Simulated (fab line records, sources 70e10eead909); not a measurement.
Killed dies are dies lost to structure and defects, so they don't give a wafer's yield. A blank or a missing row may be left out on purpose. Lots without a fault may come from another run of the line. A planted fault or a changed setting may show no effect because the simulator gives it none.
fab line records | flow nand_harc | part 1 of 2: steps 1 to 14 of 24
record lots=5 wafers=15 last_day=30
route steps=1302 shown A_CHANNEL_HOLE_D2@589 A_CHANNEL_FILL_D2@610
lots that met no fault: from a run of the same line without faults
start_h: hours from the record's first day to the start of the lot's first wafer shown | wait_h: hours since the lot's step before | " the same as in the row above | L1.1+2: a row that stands for several wafers | - no value, or no start given | * or withheld: withheld | < > ~ a bound
route shown NAME@n: a module of which the file shows steps, and the number in the route of the first | usual: mean/standard deviation of fault-free wafers | same: alike in all rows | chamber/n: place in a boat | sites: the reading at each site | _std_site: their standard deviation | _edge_site: outer sites' mean less inner sites' | radius_mm: how far each site lies from the wafer's centre | mask NAME#n: copy n | behind: the tool/chamber that last shaped the wafer | hold: why the lot was held/for how many hours/how that ended | device: the transistor (n, p or np) that didn't switch | end of line: the same wafers' tests at the end of the route | a step without rows: its recipe alone | killed: dies lost to structure and defects at the first sort, not the wafer's yield | map: a wafer's dies, x killed, . not, _ none there
set.NAME: the setting as run; set.NAME@STEP: as run at that earlier step | model.NAME: the simulator's own value behind a step, which no gauge read
lots at some steps of the route; a table a step, a row a wafer
services: from which hour (start_h, from the record's first day; less than 0 if before it) a tool's chamber was out of use, for how many hours, and why
## steps
# step NHARC_A_CHANNEL_HOLE_D2_ETCH_16
# recipe target_depth_a=31000 over_etch_frac=0.3 time_s=806 ion_energy_ev=150 o2_flow_sccm=400 cos_flow_sccm=20 ar_flow_sccm=0 rf_w=500 bias_w=300 chemistry=O2/COS
# usual cos_flow_sccm=20.00/0.064 drypump_motor_current_A=5.9/0.55 o2_flow_sccm=399.8/1.2 oes_product_au=1.002/0.012 rf_vpp_V=313.9/1.8 showerhead_plenum_p_Torr=3.11/0.11 throttle_valve_pct=28.330/0.0089
# columns lot.wafer tool chamber start_h wait_h cos_flow_sccm drypump_motor_current_A o2_flow_sccm oes_product_au rf_hours_counter_h rf_vpp_V showerhead_plenum_p_Torr throttle_valve_pct
L084.1 rie_diel-09 2 - - 20.10 5.8 399.8 0.989 3 315.0 3.30 28.320
L084.3 " 3 " " 19.96 6.1 398.0 0.983 4 312.1 3.02 28.345
L084.5 " 1 " " 20.07 4.9 402.4 1.011 - 315.6 3.25 28.322
L088.3 rie_diel-12 3 - - 19.95 6.2 398.9 1.003 8 314.4 2.99 28.315
L088.2 " 2 " " 19.96 6.2 398.6 0.999 8 314.2 3.08 28.334
L088.6 " 0 " " 20.07 5.7 400.5 1.020 - 313.8 3.22 28.323
L089.4 rie_diel-12 0 - - 19.95 5.6 400.4 1.016 9 315.2 3.22 28.335
L089.2 " 2 " " 20.09 6.2 401.2 0.987 8 313.4 3.08 28.329
L089.5 " 3 " " 19.99 6.3 397.1 1.004 - 311.2 2.99 28.323
L090.2 rie_diel-09 3 - - 20.03 6.1 399.2 0.983 8 312.4 3.02 28.328
L090.1 " 1 " " 19.95 4.9 400.3 1.012 7 314.8 3.25 28.324
L090.6 " 2 " " 20.05 5.8 397.1 0.995 - 317.2 3.29 28.318
L091.1 rie_diel-01 3 - - 20.00 6.4 399.6 1.006 3 313.8 3.07 28.339
L091.4 " 0 " " 20.06 6.7 398.8 0.984 4 314.6 3.11 28.320
L091.5 " 1 " " 20.01 5.4 398.6 0.996 - 311.2 2.93 28.333
# step NHARC_A_CHANNEL_HOLE_D2_CD_MEAS_18
# usual cd_nm=98.8/2.5
# columns lot.wafer tool chamber start_h wait_h cd_nm
L084.1 cd_sem-03 - 393.42 - 100.7
L084.3 " - " " 105.1
L084.5 " - " " 102.5
L088.2 cd_sem-01 - 440.21 - 92.7
L088.3 " - " " 98.2
L088.6 " - " " 97.3
L089.2 cd_sem-01 - 442.11 - 98.2
L089.4 " - " " 95.8
L089.5 " - " " 98.0
L090.1 cd_sem-01 - 455.01 - 101.3
L090.2 " - " " 101.3
L090.6 " - " " 100.8
L091.1 cd_sem-03 - 460.20 - 100.2
L091.4 " - " " 100.3
L091.5 " - " " 95.6
# step NHARC_A_CHANNEL_HOLE_D2_ETCH_19
# recipe bias_v=1200 source_w=2500 pressure_mtorr=15 time_s=34.5 ar_flow_sccm=375 c4f8_flow_sccm=28.8 o2_flow_sccm=96.2 temp_c=-20 target_depth_a=* chemistry=C4F8/O2/Ar
# usual drypump_motor_current_A=5.5/0.44 he_backside_leak_sccm=5.9/0.78 o2_flow_sccm=96.19/0.28 showerhead_plenum_p_Torr=3.71/0.13 throttle_valve_pct=37.038/0.0093
# columns lot.wafer tool chamber start_h wait_h drypump_motor_current_A he_backside_leak_sccm o2_flow_sccm rf_hours_counter_h showerhead_plenum_p_Torr throttle_valve_pct
L084.1 har_etch-02 1 394.87 1.4 5.4 4.9 96.67 0 3.74 37.039
L084.3 " 1 " " 5.5 4.9 96.22 - 3.74 37.021
L084.5 " 1 " " 5.5 4.7 96.30 - 3.74 37.028
L088.2 har_etch-02 1 441.90 1.7 5.5 5.0 96.85 23 3.73 37.038
L088.3 " 0 " " 5.6 4.5 95.83 - 3.97 37.032
L088.6 " 0 " " 5.6 4.4 96.36 - 3.97 37.026
L089.2 har_etch-01 0 442.23 0.1 4.8 6.3 96.26 243 3.69 37.057
L089.4 " 0 " " 4.8 6.2 96.02 - 3.69 37.034
L089.5 " 1 " " 6.0 6.0 96.05 - 3.58 37.072
L090.1 har_etch-02 0 455.52 0.5 5.6 4.9 96.46 35 3.97 37.020
L090.2 " 1 " " 5.5 5.5 96.12 35 3.72 37.040
L090.6 " 1 " " 5.5 5.2 96.02 - 3.72 37.033
L091.1 har_etch-01 0 460.27 0.1 4.8 6.2 96.12 254 3.68 37.032
L091.4 " 1 " " 6.1 5.8 96.20 - 3.57 37.059
L091.5 " 1 " " 6.0 5.7 96.06 - 3.57 37.043
# step NHARC_A_CHANNEL_HOLE_D2_ETCH_20
# recipe bias_v=3000 source_w=withheld pressure_mtorr=20 time_s=361.9 ar_flow_sccm=375 c4f8_flow_sccm=89.3 o2_flow_sccm=35.7 temp_c=-20 target_depth_a=16000 chemistry=C4F8/O2/Ar
# usual drypump_motor_current_A=5.5/0.44 he_backside_leak_sccm=5.8/0.74 o2_flow_sccm=35.71/0.1 showerhead_plenum_p_Torr=3.67/0.12 throttle_valve_pct=32.156/0.0099
# columns lot.wafer tool chamber start_h wait_h drypump_motor_current_A he_backside_leak_sccm o2_flow_sccm rf_hours_counter_h showerhead_plenum_p_Torr throttle_valve_pct
L084.1 har_etch-02 1 394.98 0.1 5.5 4.9 35.80 0 3.70 32.149
L084.3 " 1 " " 5.4 4.8 35.69 - 3.70 32.155
L084.5 " 1 " " 5.5 4.9 35.73 - 3.70 32.154
L088.2 har_etch-02 1 442.02 0.1 5.5 5.1 35.59 23 3.69 32.166
L088.3 " 0 " " 5.6 4.7 35.64 - 3.92 32.159
L088.6 " 0 " " 5.6 4.8 35.68 - 3.92 32.160
L089.2 har_etch-01 0 442.38 0.1 4.8 6.0 35.57 243 3.65 32.157
L089.4 " 0 " " 4.8 6.0 35.71 - 3.65 32.164
L089.5 " 1 " " 6.1 5.8 35.67 - 3.54 32.169
L090.1 har_etch-02 0 455.63 0.1 5.6 4.8 35.68 35 3.91 32.148
L090.2 " 1 " " 5.5 5.1 35.79 35 3.68 32.142
L090.6 " 1 " " 5.5 5.0 35.73 - 3.68 32.149
L091.1 har_etch-01 0 460.38 0.1 4.8 6.3 35.72 254 3.64 32.175
L091.4 " 1 " " 6.1 5.9 35.72 - 3.54 32.151
L091.5 " 1 " " 6.0 6.7 35.75 - 3.54 32.167
# step NHARC_A_CHANNEL_HOLE_D2_ETCH_21
# recipe bias_v=3000 source_w=withheld pressure_mtorr=20 time_s=514.3 ar_flow_sccm=375 c4f8_flow_sccm=89.3 o2_flow_sccm=35.7 temp_c=-20 target_depth_a=16000 chemistry=C4F8/O2/Ar
# usual drypump_motor_current_A=5.5/0.44 he_backside_leak_sccm=5.8/0.75 o2_flow_sccm=35.68/0.11 showerhead_plenum_p_Torr=3.67/0.12 throttle_valve_pct=32.154/0.0086
# columns lot.wafer tool chamber start_h wait_h drypump_motor_current_A he_backside_leak_sccm o2_flow_sccm rf_hours_counter_h showerhead_plenum_p_Torr throttle_valve_pct
L084.1 har_etch-02 1 395.29 0.3 5.5 5.1 35.60 0 3.70 32.155
L084.3 " 1 " " 5.5 4.9 35.43 - 3.70 32.150
L084.5 " 1 " " 5.5 5.0 35.45 - 3.70 32.161
L088.2 har_etch-02 1 442.33 0.3 5.5 5.2 35.71 23 3.69 32.138
L088.3 " 0 " " 5.6 4.6 35.63 - 3.92 32.170
L088.6 " 0 " " 5.6 4.6 35.79 - 3.92 32.147
L089.2 har_etch-01 0 442.71 0.3 4.8 6.0 35.76 243 3.65 32.145
L089.4 " 0 " " 4.8 6.1 35.73 - 3.65 32.146
L089.5 " 1 " " 6.0 5.8 35.85 - 3.54 32.154
L090.1 har_etch-02 0 455.95 0.3 5.6 4.8 35.52 35 3.91 32.142
L090.2 " 1 " " 5.5 5.6 35.74 35 3.68 32.154
L090.6 " 1 " " 5.5 5.3 35.80 - 3.68 32.133
L091.1 har_etch-01 0 460.70 0.3 4.8 6.1 35.68 255 3.64 32.144
L091.4 " 1 " " 6.0 6.0 35.72 - 3.54 32.166
L091.5 " 1 " " 6.1 6.0 35.74 - 3.54 32.162
# step NHARC_A_CHANNEL_HOLE_D2_ETCH_22
# recipe bias_v=3000 source_w=withheld pressure_mtorr=20 time_s=666.7 ar_flow_sccm=375 c4f8_flow_sccm=89.3 o2_flow_sccm=35.7 temp_c=-20 target_depth_a=16000 chemistry=C4F8/O2/Ar
# usual drypump_motor_current_A=5.5/0.45 he_backside_leak_sccm=5.8/0.78 o2_flow_sccm=35.72/0.098 showerhead_plenum_p_Torr=3.67/0.12 throttle_valve_pct=32.155/0.0088
# columns lot.wafer tool chamber start_h wait_h drypump_motor_current_A he_backside_leak_sccm o2_flow_sccm rf_hours_counter_h showerhead_plenum_p_Torr throttle_valve_pct
L084.1 har_etch-02 1 395.73 0.4 5.5 5.1 35.66 1 3.70 32.150
L084.3 " 1 " " 5.5 5.0 35.50 - 3.70 32.154
L084.5 " 1 " " 5.5 9.0 35.68 - 3.70 32.146
L088.2 har_etch-02 1 442.77 0.4 5.5 4.9 35.72 24 3.69 32.154
L088.3 " 0 " " 5.6 4.5 35.73 - 3.92 32.155
L088.6 " 0 " " 5.5 4.9 35.70 - 3.92 32.155
L089.2 har_etch-01 0 443.17 0.4 4.8 6.2 35.65 244 3.65 32.156
L089.4 " 0 " " 4.8 6.3 35.74 - 3.65 32.150
L089.5 " 1 " " 6.1 5.7 35.81 - 3.54 32.168
L090.1 har_etch-02 0 456.39 0.4 5.5 4.6 35.76 35 3.91 32.159
L090.2 " 1 " " 5.5 5.4 35.85 35 3.68 32.151
L090.6 " 1 " " 5.5 5.1 35.75 - 3.68 32.153
L091.1 har_etch-01 0 461.14 0.4 4.8 6.0 35.85 255 3.64 32.161
L091.4 " 1 " " 6.1 5.9 35.72 - 3.54 32.146
L091.5 " 1 " " 6.0 5.8 35.73 - 3.54 32.149
# step NHARC_A_CHANNEL_HOLE_D2_ETCH_23
# recipe bias_v=5000 source_w=withheld pressure_mtorr=20 time_s=819 ar_flow_sccm=375 c4f8_flow_sccm=89.3 o2_flow_sccm=35.7 temp_c=-20 target_depth_a=16000 chemistry=C4F8/O2/Ar
# usual drypump_motor_current_A=5.5/0.44 he_backside_leak_sccm=5.9/0.94 o2_flow_sccm=35.69/0.098 showerhead_plenum_p_Torr=3.67/0.12 throttle_valve_pct=32.154/0.0098
# columns lot.wafer tool chamber start_h wait_h drypump_motor_current_A he_backside_leak_sccm o2_flow_sccm rf_hours_counter_h showerhead_plenum_p_Torr throttle_valve_pct
L084.1 har_etch-02 1 396.29 0.5 5.5 4.9 35.59 1 3.70 32.167
L084.3 " 1 " " 5.5 5.2 35.73 - 3.70 32.148
L084.5 " 1 " " 5.5 5.0 35.65 - 3.70 32.153
L088.2 har_etch-02 1 443.33 0.5 5.5 5.1 35.68 24 3.69 32.174
L088.3 " 0 " " 5.6 4.7 35.69 - 3.92 32.164
L088.6 " 0 " " 5.5 4.6 35.60 - 3.92 32.141
L089.2 har_etch-01 0 443.76 0.5 4.8 6.1 35.61 244 3.65 32.153
L089.4 " 0 " " 4.8 5.9 35.70 - 3.65 32.154
L089.5 " 1 " " 6.1 5.8 35.69 - 3.54 32.137
L090.1 har_etch-02 0 456.95 0.5 5.6 4.4 35.58 36 3.91 32.156
L090.2 " 1 " " 5.5 5.4 35.73 36 3.68 32.149
L090.6 " 1 " " 5.5 5.3 35.75 - 3.68 32.146
L091.1 har_etch-01 0 461.70 0.5 4.8 6.2 35.60 256 3.64 32.156
L091.4 " 1 " " 6.0 5.8 35.75 - 3.54 32.153
L091.5 " 1 " " 6.0 5.7 35.76 - 3.54 32.140
# step NHARC_A_CHANNEL_HOLE_D2_ETCH_24
# recipe bias_v=5000 source_w=withheld pressure_mtorr=20 time_s=906.2 ar_flow_sccm=375 c4f8_flow_sccm=93.8 o2_flow_sccm=31.2 temp_c=-20 target_depth_a=15000 chemistry=C4F8/O2/Ar
# usual drypump_motor_current_A=5.5/0.45 he_backside_leak_sccm=5.8/0.74 o2_flow_sccm=31.19/0.098 showerhead_plenum_p_Torr=3.66/0.12 throttle_valve_pct=32.237/0.0096
# columns lot.wafer tool chamber start_h wait_h drypump_motor_current_A he_backside_leak_sccm o2_flow_sccm rf_hours_counter_h showerhead_plenum_p_Torr throttle_valve_pct
L084.1 har_etch-02 1 397.00 0.6 5.5 5.4 31.14 2 3.69 32.247
L084.3 " 1 " " 5.5 5.5 31.17 - 3.69 32.242
L084.5 " 1 " " 5.5 5.0 31.13 - 3.69 32.253
L088.2 har_etch-02 1 444.02 0.6 5.5 5.1 30.97 25 3.68 32.229
L088.3 " 0 " " 5.6 4.8 30.98 - 3.91 32.259
L088.6 " 0 " " 5.5 4.5 31.01 - 3.91 32.233
L089.2 har_etch-01 0 444.47 0.6 4.8 6.1 31.26 245 3.64 32.232
L089.4 " 0 " " 4.8 6.0 31.10 - 3.64 32.249
L089.5 " 1 " " 6.1 5.9 31.17 - 3.54 32.236
L090.1 har_etch-02 0 457.64 0.6 5.6 4.6 31.20 37 3.91 32.239
L090.2 " 1 " " 5.5 5.0 31.25 37 3.68 32.232
L090.6 " 1 " " 5.5 5.4 31.13 - 3.68 32.246
L091.1 har_etch-01 0 462.41 0.6 4.8 6.2 31.15 257 3.64 32.249
L091.4 " 1 " " 6.0 5.9 31.21 - 3.53 32.244
L091.5 " 1 " " 6.0 6.0 31.22 - 3.53 32.226
# step NHARC_A_CHANNEL_HOLE_D2_ETCH_25
# recipe bias_v=5000 source_w=withheld pressure_mtorr=20 time_s=1040.2 ar_flow_sccm=375 c4f8_flow_sccm=93.8 o2_flow_sccm=31.2 temp_c=-20 target_depth_a=15000 chemistry=C4F8/O2/Ar
# usual drypump_motor_current_A=5.5/0.45 he_backside_leak_sccm=5.9/0.74 o2_flow_sccm=31.22/0.094 showerhead_plenum_p_Torr=3.66/0.12 throttle_valve_pct=32.237/0.0092
# columns lot.wafer tool chamber start_h wait_h drypump_motor_current_A he_backside_leak_sccm o2_flow_sccm rf_hours_counter_h showerhead_plenum_p_Torr throttle_valve_pct
L084.1 har_etch-02 1 397.77 0.6 5.5 5.0 31.29 3 3.69 32.248
L084.3 " 1 " " 5.5 5.2 31.13 - 3.69 32.232
L084.5 " 1 " " 5.5 5.1 31.29 - 3.69 32.229
L088.2 har_etch-02 1 444.78 0.6 5.5 5.4 31.36 26 3.68 32.233
L088.3 " 0 " " 5.6 4.6 31.16 - 3.91 32.237
L088.6 " 0 " " 5.6 4.8 31.25 - 3.91 32.229
L089.2 har_etch-01 0 445.26 0.7 4.8 6.2 31.27 246 3.64 32.232
L089.4 " 0 " " 4.8 6.2 31.25 - 3.64 32.221
L089.5 " 1 " " 6.1 5.7 31.09 - 3.54 32.233
L090.1 har_etch-02 0 458.41 0.6 5.6 5.0 31.25 38 3.91 32.235
L090.2 " 1 " " 5.4 5.3 31.30 38 3.67 32.232
L090.6 " 1 " " 5.5 5.2 31.25 - 3.67 32.246
L091.1 har_etch-01 0 463.17 0.6 4.8 6.2 31.19 257 3.64 32.233
L091.4 " 1 " " 6.0 5.9 31.07 - 3.53 32.232
L091.5 " 1 " " 6.1 5.6 31.15 - 3.53 32.240
# step NHARC_A_CHANNEL_HOLE_D2_ETCH_26
# recipe bias_v=300 source_w=2000 pressure_mtorr=30 time_s=224.1 ar_flow_sccm=375 c4f8_flow_sccm=11.4 o2_flow_sccm=113.6 temp_c=-20 target_depth_a=3000 chemistry=C4F8/O2/Ar
# usual drypump_motor_current_A=5.5/0.45 he_backside_leak_sccm=5.9/0.92 o2_flow_sccm=113.6/0.36 showerhead_plenum_p_Torr=3.71/0.13 throttle_valve_pct=24.584/0.0085
# columns lot.wafer tool chamber start_h wait_h drypump_motor_current_A he_backside_leak_sccm o2_flow_sccm rf_hours_counter_h showerhead_plenum_p_Torr throttle_valve_pct
L084.1 har_etch-02 1 398.65 0.7 5.5 5.1 113.6 4 3.74 24.576
L084.3 " 1 " " 5.5 5.2 114.0 - 3.74 24.587
L084.5 " 1 " " 5.5 5.2 114.1 - 3.74 24.597
L088.2 har_etch-02 1 445.65 0.7 5.5 5.2 113.2 27 3.73 24.591
L088.3 " 0 " " 5.5 4.5 113.2 - 3.98 24.571
L088.6 " 0 " " 5.6 4.6 113.4 - 3.98 24.603
L089.2 har_etch-01 0 446.02 0.6 4.8 6.3 113.3 247 3.69 24.581
L089.4 " 0 " " 4.8 6.3 113.8 - 3.69 24.581
L089.5 " 1 " " 6.1 5.9 113.2 - 3.58 24.591
L090.1 har_etch-02 0 459.28 0.7 5.6 4.9 113.0 38 3.97 24.574
L090.2 " 1 " " 5.5 5.2 114.1 38 3.72 24.582
L090.6 " 1 " " 5.5 5.2 113.6 - 3.72 24.585
L091.1 har_etch-01 0 464.06 0.7 4.8 6.1 113.3 258 3.69 24.587
L091.4 " 1 " " 6.0 5.7 113.4 - 3.57 24.587
L091.5 " 1 " " 6.0 5.7 113.1 - 3.57 24.566
# step NHARC_A_CHANNEL_HOLE_D2_ETCH_27
# recipe bias_v=400 source_w=2000 pressure_mtorr=25 time_s=90 ar_flow_sccm=375 c4f8_flow_sccm=41.7 o2_flow_sccm=83.3 temp_c=-20 target_depth_a=4000 chemistry=C4F8/O2/Ar
# usual drypump_motor_current_A=5.5/0.44 he_backside_leak_sccm=5.8/0.84 o2_flow_sccm=83.29/0.25 showerhead_plenum_p_Torr=3.70/0.13 throttle_valve_pct=27.620/0.0081
# columns lot.wafer tool chamber start_h wait_h drypump_motor_current_A he_backside_leak_sccm o2_flow_sccm rf_hours_counter_h showerhead_plenum_p_Torr throttle_valve_pct
L084.1 har_etch-02 1 398.85 0.2 5.5 5.3 82.98 4 3.74 27.632
L084.3 " 1 " " 5.5 5.2 83.16 - 3.74 27.627
L084.5 " 1 " " 5.5 5.2 83.13 - 3.74 27.625
L088.2 har_etch-02 1 445.85 0.2 5.4 5.1 83.32 27 3.72 27.617
L088.3 " 0 " " 5.6 4.7 83.35 - 3.97 27.613
L088.6 " 0 " " 5.6 4.6 83.30 - 3.96 27.613
L089.2 har_etch-01 0 446.22 0.2 4.8 6.1 83.18 247 3.69 27.618
L089.4 " 0 " " 4.8 6.3 83.23 - 3.69 27.618
L089.5 " 1 " " 6.0 6.0 83.15 - 3.58 27.635
L090.1 har_etch-02 0 459.49 0.2 5.6 4.5 83.23 38 3.96 27.622
L090.2 " 1 " " 5.5 5.4 83.32 38 3.72 27.614
L090.6 " 1 " " 5.5 5.0 83.04 - 3.72 27.620
L091.1 har_etch-01 0 464.26 0.2 4.8 6.2 83.27 258 3.68 27.621
L091.4 " 1 " " 6.1 6.1 83.24 - 3.57 27.621
L091.5 " 1 " " 6.0 6.0 83.27 - 3.57 27.607
# step NHARC_A_CHANNEL_HOLE_D2_STRIP_41
# recipe n2_flow_sccm=150 h2_flow_sccm=150 ar_flow_sccm=0 bias_w=0 chemistry=N2/H2
# columns lot.wafer tool chamber start_h wait_h
L084.3+1+5 rie_diel-01 2,0,3 399.38 0.4
L088.2+3+6 rie_diel-01 2,3,2 446.39 0.5
L089.4+2+5 rie_diel-09 0,3,1 446.72 0.4
L090.2+1+6 rie_diel-09 1,3,1 460.02 0.5
L091.1+4+5 rie_diel-12 1,2,0 464.79 0.5
# step NHARC_A_CHANNEL_HOLE_D2_STRIP_42
# recipe cf4_flow_sccm=100 chf3_flow_sccm=30 ar_flow_sccm=0 bias_w=0 chemistry=CF4/CHF3
# columns lot.wafer tool chamber start_h wait_h
L084.1+3+5 rie_diel-01 3,1,0 399.47 0.1
L088.3+2+6 rie_diel-01 2,3,1 446.48 0.1
L089.4+2+5 rie_diel-09 3,1,3 446.82 0.1
L090.2+1+6 rie_diel-09 3,0,2 460.11 0.1
L091.4+1+5 rie_diel-12 2,0,2 464.88 0.1
# step NHARC_A_CHANNEL_HOLE_D2_STRIP_43
# recipe o2_flow_sccm=400 cos_flow_sccm=20 ar_flow_sccm=0 bias_w=0 chemistry=O2/COS
# columns lot.wafer tool chamber start_h wait_h
L084.1+3+5 rie_diel-01 0,2,0 399.53 0.1
L088.3+2+6 rie_diel-01 2,0,1 446.54 0.1
L089.4+2+5 rie_diel-09 1,2,2 446.88 0.1
L090.1+2+6 rie_diel-09 2,3,1 460.17 0.1
L091.1+4+5 rie_diel-12 2,0,2 464.94 0.1
